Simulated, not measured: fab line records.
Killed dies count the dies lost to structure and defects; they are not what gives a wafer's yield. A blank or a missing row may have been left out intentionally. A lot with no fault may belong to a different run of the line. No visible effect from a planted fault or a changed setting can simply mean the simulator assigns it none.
Split-lot experiment || flow n5 finfet || 7 lots, 39 wafers read, on a route of 1938 steps

## SPLIT DETAILS
At N5_BEOL_M9_DESCUM_16 (chemistry O2, time 7.9 s), the setting time s was moved away from the recipe's 7.9 s on 18 of the 39 wafers read, by -51.2% to +42.7%. All remaining wafers had this setting at the recipe value.

The reading comes from the split's own step.

## THE READING
CAR-ArF_of_BEOL_M9_COAT_05.thk nm (the simulator's own value, which no gauge read), in nm, at N5_BEOL_M9_DESCUM_16 (chemistry O2, time 7.9 s). There is no usual value for it anywhere in the file. Average 83.5 nm, standard deviation 0.22 nm, over the 21 wafers here run with the recipe.

{"wafer": "L075.1", "tool, chamber at the split": "rie diel-02, 3,1,2", "time s as run, s": 7.9, "against the recipe": "recipe", "CAR-ArF_of_BEOL_M9_COAT_05.thk nm, nm": 83.6, "against lot-mates on the recipe": "-"}
{"wafer": "L075.3", "tool, chamber at the split": "rie diel-02, 3,1,2", "time s as run, s": 7.9, "against the recipe": "recipe", "CAR-ArF_of_BEOL_M9_COAT_05.thk nm, nm": 83.6, "against lot-mates on the recipe": "-"}
{"wafer": "L075.6", "tool, chamber at the split": "rie diel-02, 3,1,2", "time s as run, s": 7.9, "against the recipe": "recipe", "CAR-ArF_of_BEOL_M9_COAT_05.thk nm, nm": 83.6, "against lot-mates on the recipe": "-"}
{"wafer": "L075.2", "tool, chamber at the split": "rie diel-02, 0,2", "time s as run, s": 6.633, "against the recipe": "-16.0%", "CAR-ArF_of_BEOL_M9_COAT_05.thk nm, nm": 84.2, "against lot-mates on the recipe": "+0.6"}
{"wafer": "L075.4", "tool, chamber at the split": "rie diel-02, 0,2", "time s as run, s": 6.633, "against the recipe": "-16.0%", "CAR-ArF_of_BEOL_M9_COAT_05.thk nm, nm": 84.2, "against lot-mates on the recipe": "+0.6"}
{"wafer": "L075.5", "tool, chamber at the split": "rie diel-02, 3", "time s as run, s": 6.633, "against the recipe": "-16.0%", "CAR-ArF_of_BEOL_M9_COAT_05.thk nm, nm": 84.4, "against lot-mates on the recipe": "+0.8"}
{"wafer": "L076.1", "tool, chamber at the split": "rie diel-06, 3,0", "time s as run, s": 5.537, "against the recipe": "-29.9%", "CAR-ArF_of_BEOL_M9_COAT_05.thk nm, nm": 85, "against lot-mates on the recipe": "+1.6"}
{"wafer": "L076.2", "tool, chamber at the split": "rie diel-06, 3,0", "time s as run, s": 5.537, "against the recipe": "-29.9%", "CAR-ArF_of_BEOL_M9_COAT_05.thk nm, nm": 85, "against lot-mates on the recipe": "+1.6"}
{"wafer": "L076.3", "tool, chamber at the split": "rie diel-06, 2,0", "time s as run, s": 7.9, "against the recipe": "recipe", "CAR-ArF_of_BEOL_M9_COAT_05.thk nm, nm": 83.2, "against lot-mates on the recipe": "-"}
{"wafer": "L076.6", "tool, chamber at the split": "rie diel-06, 2,0", "time s as run, s": 7.9, "against the recipe": "recipe", "CAR-ArF_of_BEOL_M9_COAT_05.thk nm, nm": 83.2, "against lot-mates on the recipe": "-"}
{"wafer": "L076.4", "tool, chamber at the split": "rie diel-06, 3", "time s as run, s": 7.9, "against the recipe": "recipe", "CAR-ArF_of_BEOL_M9_COAT_05.thk nm, nm": 83.8, "against lot-mates on the recipe": "-"}
{"wafer": "L076.5", "tool, chamber at the split": "rie diel-06, 2", "time s as run, s": 5.537, "against the recipe": "-29.9%", "CAR-ArF_of_BEOL_M9_COAT_05.thk nm, nm": 85.2, "against lot-mates on the recipe": "+1.8"}
{"wafer": "L077.1", "tool, chamber at the split": "rie diel-06, 2,2,0", "time s as run, s": 7.9, "against the recipe": "recipe", "CAR-ArF_of_BEOL_M9_COAT_05.thk nm, nm": 83.4, "against lot-mates on the recipe": "-"}
{"wafer": "L077.5", "tool, chamber at the split": "rie diel-06, 2,2,0", "time s as run, s": 7.9, "against the recipe": "recipe", "CAR-ArF_of_BEOL_M9_COAT_05.thk nm, nm": 83.4, "against lot-mates on the recipe": "-"}
{"wafer": "L077.6", "tool, chamber at the split": "rie diel-06, 2,2,0", "time s as run, s": 7.9, "against the recipe": "recipe", "CAR-ArF_of_BEOL_M9_COAT_05.thk nm, nm": 83.4, "against lot-mates on the recipe": "-"}
{"wafer": "L077.2", "tool, chamber at the split": "rie diel-06, 3", "time s as run, s": 5.41, "against the recipe": "-31.5%", "CAR-ArF_of_BEOL_M9_COAT_05.thk nm, nm": 84.8, "against lot-mates on the recipe": "+1.4"}
{"wafer": "L077.3", "tool, chamber at the split": "rie diel-06, 0,3", "time s as run, s": 5.41, "against the recipe": "-31.5%", "CAR-ArF_of_BEOL_M9_COAT_05.thk nm, nm": 85, "against lot-mates on the recipe": "+1.6"}
{"wafer": "L077.4", "tool, chamber at the split": "rie diel-06, 0,3", "time s as run, s": 5.41, "against the recipe": "-31.5%", "CAR-ArF_of_BEOL_M9_COAT_05.thk nm, nm": 85, "against lot-mates on the recipe": "+1.6"}
{"wafer": "L078.1", "tool, chamber at the split": "rie diel-02, 0,2,3", "time s as run, s": 3.859, "against the recipe": "-51.2%", "CAR-ArF_of_BEOL_M9_COAT_05.thk nm, nm": 86.6, "against lot-mates on the recipe": "+2.7"}
{"wafer": "L078.2", "tool, chamber at the split": "rie diel-02, 0,2,3", "time s as run, s": 3.859, "against the recipe": "-51.2%", "CAR-ArF_of_BEOL_M9_COAT_05.thk nm, nm": 86.6, "against lot-mates on the recipe": "+2.7"}
{"wafer": "L078.3", "tool, chamber at the split": "rie diel-02, 0,2,3", "time s as run, s": 3.859, "against the recipe": "-51.2%", "CAR-ArF_of_BEOL_M9_COAT_05.thk nm, nm": 86.6, "against lot-mates on the recipe": "+2.7"}
{"wafer": "L078.4", "tool, chamber at the split": "rie diel-02, 1,0", "time s as run, s": 7.9, "against the recipe": "recipe", "CAR-ArF_of_BEOL_M9_COAT_05.thk nm, nm": 84, "against lot-mates on the recipe": "-"}
{"wafer": "L078.6", "tool, chamber at the split": "rie diel-02, 1,0", "time s as run, s": 7.9, "against the recipe": "recipe", "CAR-ArF_of_BEOL_M9_COAT_05.thk nm, nm": 84, "against lot-mates on the recipe": "-"}
{"wafer": "L078.5", "tool, chamber at the split": "rie diel-02, 3", "time s as run, s": 7.9, "against the recipe": "recipe", "CAR-ArF_of_BEOL_M9_COAT_05.thk nm, nm": 83.8, "against lot-mates on the recipe": "-"}
{"wafer": "L081.1", "tool, chamber at the split": "rie diel-06, 3,1,0", "time s as run, s": 7.9, "against the recipe": "recipe", "CAR-ArF_of_BEOL_M9_COAT_05.thk nm, nm": 83.6, "against lot-mates on the recipe": "-"}
{"wafer": "L081.4", "tool, chamber at the split": "rie diel-06, 3,1,0", "time s as run, s": 7.9, "against the recipe": "recipe", "CAR-ArF_of_BEOL_M9_COAT_05.thk nm, nm": 83.6, "against lot-mates on the recipe": "-"}
{"wafer": "L081.6", "tool, chamber at the split": "rie diel-06, 3,1,0", "time s as run, s": 7.9, "against the recipe": "recipe", "CAR-ArF_of_BEOL_M9_COAT_05.thk nm, nm": 83.6, "against lot-mates on the recipe": "-"}
{"wafer": "L084.1", "tool, chamber at the split": "rie diel-06, 0,1", "time s as run, s": 7.9, "against the recipe": "recipe", "CAR-ArF_of_BEOL_M9_COAT_05.thk nm, nm": 83.4, "against lot-mates on the recipe": "-"}
{"wafer": "L084.6", "tool, chamber at the split": "rie diel-06, 0,1", "time s as run, s": 7.9, "against the recipe": "recipe", "CAR-ArF_of_BEOL_M9_COAT_05.thk nm, nm": 83.4, "against lot-mates on the recipe": "-"}
{"wafer": "L084.2", "tool, chamber at the split": "rie diel-06, 3", "time s as run, s": 7.9, "against the recipe": "recipe", "CAR-ArF_of_BEOL_M9_COAT_05.thk nm, nm": 83.6, "against lot-mates on the recipe": "-"}
{"wafer": "L084.3", "tool, chamber at the split": "rie diel-06, 1,0", "time s as run, s": 9.857, "against the recipe": "+24.8%", "CAR-ArF_of_BEOL_M9_COAT_05.thk nm, nm": 82.2, "against lot-mates on the recipe": -1.3}
{"wafer": "L084.5", "tool, chamber at the split": "rie diel-06, 1,0", "time s as run, s": 9.857, "against the recipe": "+24.8%", "CAR-ArF_of_BEOL_M9_COAT_05.thk nm, nm": 82.2, "against lot-mates on the recipe": -1.3}
{"wafer": "L084.4", "tool, chamber at the split": "rie diel-06, 2", "time s as run, s": 9.857, "against the recipe": "+24.8%", "CAR-ArF_of_BEOL_M9_COAT_05.thk nm, nm": 82.6, "against lot-mates on the recipe": -0.9}
{"wafer": "L090.1", "tool, chamber at the split": "rie diel-02, 3", "time s as run, s": 11.27, "against the recipe": "+42.7%", "CAR-ArF_of_BEOL_M9_COAT_05.thk nm, nm": 81.4, "against lot-mates on the recipe": -2.0}
{"wafer": "L090.2", "tool, chamber at the split": "rie diel-02, 2,1,2", "time s as run, s": 7.9, "against the recipe": "recipe", "CAR-ArF_of_BEOL_M9_COAT_05.thk nm, nm": 83.4, "against lot-mates on the recipe": "-"}
{"wafer": "L090.3", "tool, chamber at the split": "rie diel-02, 2,1,2", "time s as run, s": 7.9, "against the recipe": "recipe", "CAR-ArF_of_BEOL_M9_COAT_05.thk nm, nm": 83.4, "against lot-mates on the recipe": "-"}
{"wafer": "L090.4", "tool, chamber at the split": "rie diel-02, 2,1,2", "time s as run, s": 7.9, "against the recipe": "recipe", "CAR-ArF_of_BEOL_M9_COAT_05.thk nm, nm": 83.4, "against lot-mates on the recipe": "-"}
{"wafer": "L090.5", "tool, chamber at the split": "rie diel-02, 3", "time s as run, s": 11.27, "against the recipe": "+42.7%", "CAR-ArF_of_BEOL_M9_COAT_05.thk nm, nm": 81.6, "against lot-mates on the recipe": -1.8}
{"wafer": "L090.6", "tool, chamber at the split": "rie diel-02, 1", "time s as run, s": 11.27, "against the recipe": "+42.7%", "CAR-ArF_of_BEOL_M9_COAT_05.thk nm, nm": 81.2, "against lot-mates on the recipe": -2.2}
Where a row lists several chambers, the file gives one row for several wafers and doesn't say which wafer went through which chamber.

THE FIT
A straight line over all 39 wafers: CAR-ArF_of_BEOL_M9_COAT_05.thk nm changes by -0.0526 nm for each +1% of time s; r = -0.98; the points scatter about the line by 0.23 nm.
The same after taking each lot's own level away (the mean of its wafers on the recipe; 39 wafers): -0.0496 nm for each +1%; r = -0.99; scatter 0.15 nm.
That fit puts the effect of the largest move of time s on the reading at 2.5 nm.
The lots' own levels span 83.40 to 83.93 nm, that is 2.5 times the standard deviation above.
The two slopes agree, so the slope changes little with the lot-to-lot level.
Check: +2.55 nm against its lot-mates is what the line predicts for one of the wafers moved furthest among these (-51.2%) when that wafer is left out of the fit. Against them it came out at +2.67 nm.

## THE OTHER SPLITS THESE WAFERS WENT THROUGH
These wafers also went through other splits before the reading. Each is held against what the fit with the lots' levels taken away leaves over:
{"other split on the same wafers": "N5_SD_EPI_N_EPI_21 time s", "wafers away from the commonest value": 12, "r with CAR-ArF_of_BEOL_M9_COAT_05.thk nm (lot level and that fit taken away)": -0.07}
{"other split on the same wafers": "N5_MOL_CONTACT_COAG_ETCHBACK_135 time s", "wafers away from the commonest value": 9, "r with CAR-ArF_of_BEOL_M9_COAT_05.thk nm (lot level and that fit taken away)": -0.05}
{"other split on the same wafers": "N5_BEOL_M0_SAQP_SPACER1_ALD_98 ald cycles", "wafers away from the commonest value": 15, "r with CAR-ArF_of_BEOL_M9_COAT_05.thk nm (lot level and that fit taken away)": "+0.01"}
{"other split on the same wafers": "N5_BEOL_M3_DEP_57 time s", "wafers away from the commonest value": 9, "r with CAR-ArF_of_BEOL_M9_COAT_05.thk nm (lot level and that fit taken away)": "+0.05"}
{"other split on the same wafers": "N5_BEOL_M5_CVD_47 target thk a", "wafers away from the commonest value": 15, "r with CAR-ArF_of_BEOL_M9_COAT_05.thk nm (lot level and that fit taken away)": -0.06}
{"other split on the same wafers": "N5_BEOL_M8_ILD_DEP_00 time s", "wafers away from the commonest value": 12, "r with CAR-ArF_of_BEOL_M9_COAT_05.thk nm (lot level and that fit taken away)": -0.03}

## THE FILE'S OWN FIT
CAR-ArF_of_BEOL_M9_COAT_05.thk nm changes by -0.0498 nm for each +1% of time s, r = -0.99.
